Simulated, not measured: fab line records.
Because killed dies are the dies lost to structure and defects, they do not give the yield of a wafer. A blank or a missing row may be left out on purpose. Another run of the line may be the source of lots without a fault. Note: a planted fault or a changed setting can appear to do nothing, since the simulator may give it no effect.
fab line records -- flow n5-finfet -- part 2 of 2: steps 5 to 6 of 6
record: lots: 24, wafers: 72, last-day: 18
route steps=1938 shown FIN_CUT@178 DUMMY_GATE@219
lots that met no fault: taken from a fault-free run of the same line
start-h: start of the lot's first displayed wafer, in hours after the record's first day -- wait-h: how many hours have passed since the lot's step before this one -- " same as the row above -- L1.1+2: a row that stands for several wafers -- - either no value or no given start -- * or withheld: withheld -- < > ~ a bound
route shown NAME@n: a module of which the file shows steps, and the number in the route of the first -- usual: the fault-free wafers' mean and standard deviation -- same: alike in all rows -- chamber/n: place in a boat -- sites: readings site by site -- _std_site: their standard deviation -- _edge_site: the outer-site mean with the inner-site mean subtracted -- radius-mm: how far each site lies from the wafer's centre -- mask NAME#n: copy n -- behind: tool/chamber where the wafer was last shaped -- hold: the reason the lot was held/the length of the hold in hours/how it ended -- device: which transistor (n, p or np) failed to switch -- end of line: tests of these same wafers at the route's end -- where a step has no rows: the recipe by itself -- killed: not the wafer's yield, but the dies lost to structure and defects at the first sort -- map: a wafer's dies, x killed, . not, _ none there
set.NAME: setting as actually run; set.NAME@STEP: the setting as run at that earlier step -- model.NAME: the simulator's own value behind a step, which no gauge read
route steps across a sampled set of lots; one table per step, one row per wafer
services: the hour from which a tool's chamber was out of use, counted from the record's first day as start-h (under 0 if before that day), plus the number of hours and why
== steps ==
step: N5_DUMMY_GATE_CD_MEAS_24
recipe: target-cd-nm: 15
usual: cd-nm: 14.9/0.59
lot.wafer,tool,chamber,start-h,wait-h,cd-nm
L074.3,cd-sem-01,-,47.19,0.1,15.3
L074.4,cd-sem-01,-,47.19,0.1,14.6
L074.5,cd-sem-01,-,47.19,0.1,14.3
L075.3,cd-sem-03,-,54.05,0.1,16.2
L075.4,cd-sem-03,-,54.05,0.1,15.7
L075.6,cd-sem-03,-,54.05,0.1,15.1
L076.2,cd-sem-01,-,58.63,0.1,15.2
L076.4,cd-sem-01,-,58.63,0.1,15.3
L076.5,cd-sem-01,-,58.63,0.1,15.1
L077.4,cd-sem-01,-,67.29,0.1,14.8
L077.5,cd-sem-01,-,67.29,0.1,14.3
L077.6,cd-sem-01,-,67.29,0.1,14.1
L078.1,cd-sem-01,-,72.51,0.1,15.5
L078.2,cd-sem-01,-,72.51,0.1,14.7
L078.4,cd-sem-01,-,72.51,0.1,15.3
L079.1,cd-sem-01,-,80.90,0.1,14.1
L079.5,cd-sem-01,-,80.90,0.1,14.7
L079.6,cd-sem-01,-,80.90,0.1,13.8
L080.2,cd-sem-01,-,88.20,0.1,14.0
L080.5,cd-sem-01,-,88.20,0.1,14.7
L080.6,cd-sem-01,-,88.20,0.1,14.8
L081.2,cd-sem-03,-,92.77,0.1,14.9
L081.4,cd-sem-03,-,92.77,0.1,13.9
L081.6,cd-sem-03,-,92.77,0.1,14.5
L082.2,cd-sem-03,-,100.83,0.1,15.0
L082.3,cd-sem-03,-,100.83,0.1,15.9
L082.4,cd-sem-03,-,100.83,0.1,14.4
L083.1,cd-sem-01,-,103.43,0.1,15.7
L083.2,cd-sem-01,-,103.43,0.1,15.8
L083.5,cd-sem-01,-,103.43,0.1,14.4
L084.1,cd-sem-03,-,108.80,0.1,14.9
L084.4,cd-sem-03,-,108.80,0.1,14.4
L084.5,cd-sem-03,-,108.80,0.1,15.1
L085.2,cd-sem-02,-,115.89,0.1,13.9
L085.4,cd-sem-02,-,115.89,0.1,15.4
L085.5,cd-sem-02,-,115.89,0.1,13.0
L086.3,cd-sem-01,-,120.11,0.1,15.4
L086.4,cd-sem-01,-,120.11,0.1,14.5
L086.5,cd-sem-01,-,120.11,0.1,14.6
L087.2,cd-sem-03,-,124.96,0.1,14.9
L087.4,cd-sem-03,-,124.96,0.1,14.4
L087.5,cd-sem-03,-,124.96,0.1,15.3
L088.1,cd-sem-03,-,130.63,0.1,13.9
L088.2,cd-sem-03,-,130.63,0.1,15.7
L088.3,cd-sem-03,-,130.63,0.1,14.6
L089.4,cd-sem-01,-,137.55,0.1,15.7
L089.5,cd-sem-01,-,137.55,0.1,14.9
L089.6,cd-sem-01,-,137.55,0.1,15.1
L090.2,cd-sem-02,-,143.85,0.1,14.6
L090.3,cd-sem-02,-,143.85,0.1,15.5
L090.6,cd-sem-02,-,143.85,0.1,15.9
L091.1,cd-sem-03,-,148.94,0.1,14.8
L091.3,cd-sem-03,-,148.94,0.1,15.1
L091.6,cd-sem-03,-,148.94,0.1,15.3
L092.1,cd-sem-01,-,156.74,0.1,14.1
L092.4,cd-sem-01,-,156.74,0.1,15.0
L092.5,cd-sem-01,-,156.74,0.1,14.8
L093.2,cd-sem-03,-,164.86,0.1,15.0
L093.3,cd-sem-03,-,164.86,0.1,15.8
L093.6,cd-sem-03,-,164.86,0.1,15.2
L094.1,cd-sem-01,-,175.85,0.1,14.5
L094.4,cd-sem-01,-,175.85,0.1,14.7
L094.5,cd-sem-01,-,175.85,0.1,14.4
L095.1,cd-sem-02,-,182.03,0.1,14.9
L095.3,cd-sem-02,-,182.03,0.1,14.4
L095.5,cd-sem-02,-,182.03,0.1,14.3
L096.1,cd-sem-02,-,185.94,0.1,16.3
L096.3,cd-sem-02,-,185.94,0.1,14.9
L096.6,cd-sem-02,-,185.94,0.1,15.7
L097.2,cd-sem-03,-,190.21,0.1,15.7
L097.3,cd-sem-03,-,190.21,0.1,14.1
L097.5,cd-sem-03,-,190.21,0.1,15.1
step: N5_DUMMY_GATE_ETCH_42
recipe: chemistry: CHF3/O2, target: SiO2, target-depth-a: 35, time-s: 31, ion-energy-ev: 30, bias-w: 12, pressure-mtorr: 30, source-w: 600, Ar_flow_sccm: 200, CHF3_flow_sccm: 50, O2_flow_sccm: 5
usual: bias-w: 11.99/0.035, drypump-motor-current-A: 5.6/0.41, oes-product-au: 0.76/0.08, rf-fwd-power-W: 595.2/2.4, rf-vpp-V: 42.3/1.3, showerhead-plenum-p-Torr: 2.45/0.072, throttle-valve-pct: 18.90/0.21
same: time-s: 31
lot.wafer,tool,chamber,start-h,wait-h,bias-w,drypump-motor-current-A,oes-product-au,rf-fwd-power-W,rf-hours-counter-h,rf-vpp-V,showerhead-plenum-p-Torr,throttle-valve-pct
L074.3,rie-diel-04,3,47.23,0.0,11.99,5.2,0.73,593.2,162,42.6,2.54,19.03
L074.4,rie-diel-04,2,47.23,0.0,12.06,5.6,0.90,596.7,36,42.3,2.58,18.79
L074.5,rie-diel-04,0,47.23,0.0,11.99,6.0,0.72,595.3,-,40.0,2.49,18.90
L075.3,rie-diel-04,1,54.30,0.2,11.95,5.7,0.73,594.8,165,42.6,2.42,19.15
L075.4,rie-diel-04,2,54.30,0.2,11.91,5.6,0.90,598.9,39,43.4,2.58,18.77
L075.6,rie-diel-04,1,54.30,0.2,11.97,5.7,0.73,595.4,-,42.6,2.42,19.17
L076.2,rie-diel-04,2,58.67,0.0,11.98,5.6,0.90,597.7,40,42.1,2.58,18.79
L076.4,rie-diel-04,1,58.67,0.0,11.99,5.8,0.72,597.4,167,41.7,2.42,19.17
L076.5,rie-diel-04,3,58.67,0.0,12.02,5.2,0.74,596.0,-,42.1,2.54,19.02
L077.4,rie-diel-04,3,67.42,0.1,11.97,5.2,0.73,594.3,169,42.6,2.54,19.03
L077.5,rie-diel-04,0,67.42,0.1,11.94,6.0,0.72,597.5,-,40.7,2.49,18.91
L077.6,rie-diel-04,3,67.42,0.1,12.03,5.2,0.72,592.9,-,43.1,2.54,19.03
L078.1,rie-diel-02,3,72.59,0.1,12.02,5.1,0.70,587.8,203,41.3,2.41,19.07
L078.2,rie-diel-02,2,72.59,0.1,12.00,5.4,0.75,594.2,134,41.6,2.51,18.55
L078.4,rie-diel-02,1,72.59,0.1,11.96,6.5,0.74,596.4,-,43.3,2.41,18.80
L079.1,rie-diel-02,0,80.98,0.1,12.01,5.5,0.84,597.5,77,43.3,2.34,18.55
L079.5,rie-diel-02,1,80.98,0.1,11.96,6.5,0.75,596.3,-,43.4,2.41,18.81
L079.6,rie-diel-02,2,80.98,0.1,11.99,5.4,0.75,599.2,-,43.2,2.51,18.56
L080.2,rie-diel-03,3,88.25,0.0,12.02,6.0,0.81,596.7,111,41.5,2.43,18.87
L080.5,rie-diel-03,3,88.25,0.0,11.96,6.0,0.80,596.4,-,41.1,2.43,18.88
L080.6,rie-diel-03,2,88.25,0.0,12.01,5.6,0.88,594.1,-,44.0,2.47,18.62
L081.2,rie-diel-02,0,92.82,0.0,11.98,5.5,0.82,598.2,80,43.2,2.34,18.57
L081.4,rie-diel-02,1,92.82,0.0,11.99,6.5,0.74,599.0,175,43.5,2.41,18.81
L081.6,rie-diel-02,1,92.82,0.0,11.98,6.5,0.73,597.8,-,44.7,2.41,18.81
L082.2,rie-diel-04,1,100.91,0.1,12.01,5.7,0.71,595.4,182,42.7,2.41,19.19
L082.3,rie-diel-04,0,100.91,0.1,11.98,6.0,0.71,591.1,195,41.0,2.48,18.96
L082.4,rie-diel-04,1,100.91,0.1,11.97,5.7,0.71,594.3,-,42.3,2.41,19.20
L083.1,rie-diel-02,2,103.48,0.0,11.96,5.4,0.75,595.8,145,42.1,2.51,18.57
L083.2,rie-diel-02,3,103.48,0.0,11.98,5.1,0.70,590.8,213,40.6,2.40,19.10
L083.5,rie-diel-02,3,103.48,0.0,11.98,5.1,0.70,589.1,-,40.7,2.41,19.10
L084.1,rie-diel-03,1,108.85,0.0,11.97,4.9,0.69,593.8,245,42.1,2.38,19.17
L084.4,rie-diel-03,1,108.85,0.0,11.97,4.9,0.68,595.2,-,43.1,2.38,19.17
L084.5,rie-diel-03,3,108.85,0.0,11.92,6.0,0.80,598.1,-,40.0,2.43,18.88
L085.2,rie-diel-03,3,116.16,0.3,11.96,6.0,0.80,600.0,120,39.1,2.43,18.88
L085.4,rie-diel-03,0,116.16,0.3,11.95,5.6,0.65,600.2,245,43.4,2.37,18.85
L085.5,rie-diel-03,1,116.16,0.3,11.99,4.9,0.68,596.7,-,40.8,2.38,19.16
L086.3,rie-diel-04,3,120.15,0.0,11.93,5.2,0.72,595.0,182,41.6,2.53,19.04
L086.4,rie-diel-04,1,120.15,0.0,11.99,5.8,0.70,592.7,-,42.9,2.41,19.21
L086.5,rie-diel-04,2,120.15,0.0,12.00,5.6,0.85,592.2,-,43.5,2.57,18.81
L087.2,rie-diel-03,0,125.01,0.0,11.98,5.6,0.66,596.3,248,42.6,2.37,18.85
L087.4,rie-diel-03,2,125.01,0.0,11.97,5.6,0.87,595.6,56,42.2,2.46,18.64
L087.5,rie-diel-03,1,125.01,0.0,11.96,4.9,0.67,597.2,-,41.2,2.38,19.17
L088.1,rie-diel-04,2,130.85,0.2,11.91,5.6,0.83,595.6,68,43.3,2.57,18.82
L088.2,rie-diel-04,3,130.85,0.2,11.97,5.2,0.71,591.6,187,41.8,2.53,19.07
L088.3,rie-diel-04,1,130.85,0.2,11.96,5.7,0.68,598.0,195,40.9,2.41,19.23
L089.4,rie-diel-03,3,137.81,0.3,11.92,6.0,0.79,596.8,-,40.9,2.42,18.88
L089.5,rie-diel-03,1,137.81,0.3,11.94,4.9,1.01,594.4,-,41.8,2.37,18.82
L089.6,rie-diel-03,2,137.81,0.3,12.03,5.6,0.86,595.3,-,43.1,2.46,18.65
L090.2,rie-diel-04,3,143.90,0.0,12.08,5.2,0.71,592.4,191,42.3,2.53,19.07
L090.3,rie-diel-04,0,143.90,0.0,12.01,6.0,0.70,592.0,207,41.1,2.48,18.97
L090.6,rie-diel-04,2,143.90,0.0,11.97,5.6,0.84,596.8,-,43.2,2.57,18.83
L091.1,rie-diel-04,0,148.98,0.0,12.03,6.0,0.71,592.3,207,39.4,2.48,18.97
L091.3,rie-diel-04,1,148.98,0.0,12.02,5.8,0.69,597.6,200,41.3,2.40,19.23
L091.6,rie-diel-04,2,148.98,0.0,12.05,5.6,0.85,597.4,-,43.0,2.57,18.84
L092.1,rie-diel-02,2,156.86,0.1,11.96,5.4,0.74,594.7,155,42.9,2.51,18.59
L092.4,rie-diel-02,3,156.86,0.1,12.00,5.1,0.69,591.7,223,41.0,2.40,19.12
L092.5,rie-diel-02,2,156.86,0.1,11.99,5.4,0.73,597.1,-,42.0,2.51,18.59
L093.2,rie-diel-02,1,165.01,0.1,11.92,6.5,0.73,595.7,192,44.4,2.40,18.82
L093.3,rie-diel-02,2,165.01,0.1,11.99,5.4,0.73,594.7,158,42.2,2.51,18.61
L093.6,rie-diel-02,0,165.01,0.1,11.95,5.5,0.80,597.1,-,42.7,2.33,18.60
L094.1,rie-diel-03,1,175.90,0.0,11.99,4.9,0.95,594.4,12,41.3,2.37,18.83
L094.4,rie-diel-03,3,175.90,0.0,12.01,6.0,0.78,597.7,142,40.6,2.42,18.92
L094.5,rie-diel-03,3,175.90,0.0,12.02,6.0,0.78,596.4,-,41.7,2.42,18.92
L095.1,rie-diel-03,2,182.08,0.0,12.08,5.6,0.84,592.1,78,42.1,2.46,18.69
L095.3,rie-diel-03,0,182.08,0.0,11.98,5.6,0.97,594.7,8,44.1,2.37,18.40
L095.5,rie-diel-03,1,182.08,0.0,11.94,4.9,0.93,597.6,-,42.2,2.37,18.85
L096.1,rie-diel-04,2,185.99,0.0,11.98,5.6,0.83,597.6,83,44.1,2.57,18.84
L096.3,rie-diel-04,0,185.99,0.0,12.01,6.0,0.70,595.3,216,39.8,2.48,18.98
L096.6,rie-diel-04,0,185.99,0.0,11.99,6.1,0.69,594.8,-,41.6,2.48,18.98
L097.2,rie-diel-04,0,190.28,0.1,11.96,6.0,0.70,591.7,217,40.5,2.47,18.98
L097.3,rie-diel-04,2,190.28,0.1,11.97,5.6,0.83,595.7,84,44.9,2.56,18.85
L097.5,rie-diel-04,1,190.28,0.1,12.01,5.7,0.69,596.0,-,44.1,2.40,19.24
== services ==
tool,chamber,start-h,hours,kind
rie-diel-02,-,22.07,1.7,repair
rie-diel-03,-,51.01,28.1,pm
rie-diel-02,3,51.13,3.8,repair
rie-diel-02,0,72.37,6.3,repair
rie-diel-04,3,100.75,14.7,repair
rie-diel-03,2,103.34,6.7,repair
rie-diel-04,0,119.99,13.8,repair
rie-diel-02,-,124.83,14.6,pm
rie-diel-03,1,126.17,-,clean
rie-diel-03,1,126.17,-,consumable-replace:focus-ring
rie-diel-03,1,126.17,11.5,scheduled-down
rie-diel-03,1,126.17,11.5,vent-cycle
rie-diel-03,0,137.79,-,clean
rie-diel-03,0,137.79,-,consumable-replace:focus-ring
rie-diel-03,0,137.79,18.6,scheduled-down
rie-diel-03,0,137.79,18.6,vent-cycle
